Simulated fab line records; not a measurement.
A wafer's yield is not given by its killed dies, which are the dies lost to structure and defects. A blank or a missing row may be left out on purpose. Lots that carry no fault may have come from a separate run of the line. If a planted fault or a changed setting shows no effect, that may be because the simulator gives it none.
Chamber matching / flow n5 finfet / rie diel-05 running N5_HKMG_FIN_ETCH_67: 4 sister chambers
The step etches SOC in N2/H2, stops on TiN, target depth 388.9 nm. 4 wafers are shown with their chamber, then 7 later ones without.

== WAFERS WITH THEIR CHAMBER ==
wafer=L085.1; chamber=1; drypump motor current A (A)=6.4
wafer=L085.2; chamber=0; drypump motor current A (A)=5.3
wafer=L086.3; chamber=2; drypump motor current A (A)=5.4
wafer=L086.4; chamber=3; drypump motor current A (A)=5.3

== WAFERS WITH NO CHAMBER GIVEN ==
wafer=L086.5; drypump motor current A (A)=5.3
wafer=L087.2; drypump motor current A (A)=5.4
wafer=L087.3; drypump motor current A (A)=5.2
wafer=L087.5; drypump motor current A (A)=5.3
wafer=L093.1; drypump motor current A (A)=5.4
wafer=L093.5; drypump motor current A (A)=5.2
wafer=L093.6; drypump motor current A (A)=5.4

== WHICH CHAMBER EACH ONE RAN IN ==
wafer=L086.5; from the rows above=can't be placed: 0 or 3 or 2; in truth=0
wafer=L087.2; from the rows above=can't be placed: 2 or 0 or 3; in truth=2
wafer=L087.3; from the rows above=can't be placed: 0 or 3 or 2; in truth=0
wafer=L087.5; from the rows above=can't be placed: 0 or 3 or 2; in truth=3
wafer=L093.1; from the rows above=can't be placed: 2 or 0 or 3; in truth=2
wafer=L093.5; from the rows above=can't be placed: 0 or 3 or 2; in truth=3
wafer=L093.6; from the rows above=can't be placed: 2 or 0 or 3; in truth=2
Placed correctly: 0 of 7. These rows do not allow placing 7 (true chamber among the candidates in 7). Wrongly placed: 0.
How it was worked out, from the rows above alone: a wafer's distance from a chamber is the root of the sum, over the readings, of the square of ((its reading less the chamber's mean) divided by the reading's scatter). The wafer belongs to the nearest chamber; if the next one is less than 2 further off, it can't be placed. For every chamber, the mean is computed from those of its wafers that are shown. The scatter: with one shown wafer a chamber, the root of the mean of the squares of how far each hidden wafer lies from its nearest shown one.
